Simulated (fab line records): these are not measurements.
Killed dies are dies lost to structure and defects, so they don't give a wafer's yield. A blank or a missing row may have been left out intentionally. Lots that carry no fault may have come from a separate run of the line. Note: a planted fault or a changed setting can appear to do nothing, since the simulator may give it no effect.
Split-lot trial + flow n5-finfet + 21 wafers read from 7 lots, route of 1938 steps

## SPLIT DETAILS
At N5_BEOL_M1_ETCH_64 (etches SOC in N2/H2, target depth 75 nm, overetch 15 nm, time 112.5 s), the setting source-w was moved away from the recipe's 840 W on 8 of the 21 wafers read, by -12.9% to +15.9%. All remaining wafers had this setting at the recipe value.

Reading taken at the split's own step.

## THE READING
rf-vpp-V, in V, at N5_BEOL_M1_ETCH_64 (etches SOC in N2/H2, target depth 75 nm, overetch 15 nm, time 112.5 s). On this fab line, fault-free wafers typically give 524.6 V with a standard deviation of 2.6 V.

| wafer  | tool, chamber at the split | source-w as run, W | against the recipe | rf-vpp-V, V | against lot-mates on the recipe |
|--------|----------------------------|--------------------|--------------------|-------------|---------------------------------|
| L079.3 | rie-diel-06, 3             | 781.5              | -7.0%              | 538.6       | no lot-mate on the recipe       |
| L079.5 | rie-diel-06, 2             | 781.5              | -7.0%              | 539.7       | no lot-mate on the recipe       |
| L079.6 | rie-diel-06, 1             | 781.5              | -7.0%              | 539.3       | no lot-mate on the recipe       |
| L086.2 | rie-diel-01, 3             | 840                | recipe             | 527.0       | -                               |
| L086.3 | rie-diel-01, 0             | 952.4              | +13.4%             | 501.0       | -26.0                           |
| L086.6 | rie-diel-01, 1             | 952.4              | +13.4%             | 500.9       | -26.1                           |
| L088.2 | rie-diel-06, 3             | 840                | recipe             | 524.9       | -                               |
| L088.4 | rie-diel-06, 1             | 840                | recipe             | 527.0       | -                               |
| L088.6 | rie-diel-06, 3             | 840                | recipe             | 528.1       | -                               |
| L091.1 | rie-diel-02, 3             | 840                | recipe             | 525.5       | -                               |
| L091.4 | rie-diel-02, 1             | 731.5              | -12.9%             | 546.9       | +24.2                           |
| L091.6 | rie-diel-02, 0             | 840                | recipe             | 519.8       | -                               |
| L092.1 | rie-diel-01, 3             | 840                | recipe             | 528.4       | -                               |
| L092.3 | rie-diel-01, 2             | 840                | recipe             | 525.1       | -                               |
| L092.6 | rie-diel-01, 0             | 840                | recipe             | 522.4       | -                               |
| L095.2 | rie-diel-06, 3             | 973.3              | +15.9%             | 500.5       | -25.4                           |
| L095.4 | rie-diel-06, 3             | 840                | recipe             | 525.9       | -                               |
| L095.5 | rie-diel-06, 2             | 973.3              | +15.9%             | 501.5       | -24.4                           |
| L097.3 | rie-diel-06, 1             | 840                | recipe             | 526.6       | -                               |
| L097.4 | rie-diel-06, 1             | 840                | recipe             | 527.0       | -                               |
| L097.5 | rie-diel-06, 3             | 840                | recipe             | 525.8       | -                               |

THE FIT
A straight line over all 21 wafers: rf-vpp-V changes by -1.71 V for each +1% of source-w; r = -0.99; the points scatter about the line by 2.2 V.
The same after taking each lot's own level away (the mean of its wafers on the recipe; 18 wafers): -1.76 V for each +1%; r = -0.99; scatter 2.1 V.
Per that fit: largest source-w move, reading shift of 28 V.
Measured against the standard deviation above, the lots' own levels, which go from 522.65 to 527.00 V, span 1.7 times it.
Hence the lot-to-lot level has little effect on the slope; both slopes agree.
Check: for one of the wafers moved furthest among these (+15.9%), held out of the fit, the line's prediction against its lot-mates is -28.5 V. Against them it came out at -25.4 V.
Tool readings at the split's step, against how far the setting was moved: rf-vpp-V r = -0.99.

## THE OTHER SPLITS THESE WAFERS WENT THROUGH
These wafers also went through other splits before the reading. Each is held against what the fit with the lots' levels taken away leaves over:
| other split on the same wafers        | wafers away from the commonest value | r with rf-vpp-V (lot level and that fit taken away) |
|---------------------------------------|--------------------------------------|-----------------------------------------------------|
| N5_MOL_CONTACT_COAG_COAT_62 spin-rpm  | 10                                   | -0.07                                               |
| N5_MOL_CONTACT_COAG_EXPOSE_37 dose-mj | 4                                    | +0.32                                               |
| N5_BEOL_M0_SAQP_ILD_DEP_01 time-s     | 8                                    | +0.18                                               |
| N5_BEOL_M0_SAQP_HM_DEP_111 time-s     | 9                                    | +0.10                                               |
| N5_BEOL_M0_CUTY_EXPOSE_54 dose-mj     | 8                                    | -0.54                                               |
| N5_BEOL_M0_ETCH_138 bias-w            | 5                                    | -0.26                                               |

## FILE'S OWN FIT
rf-vpp-V changes by -1.77 V for each +1% of source-w, r = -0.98.
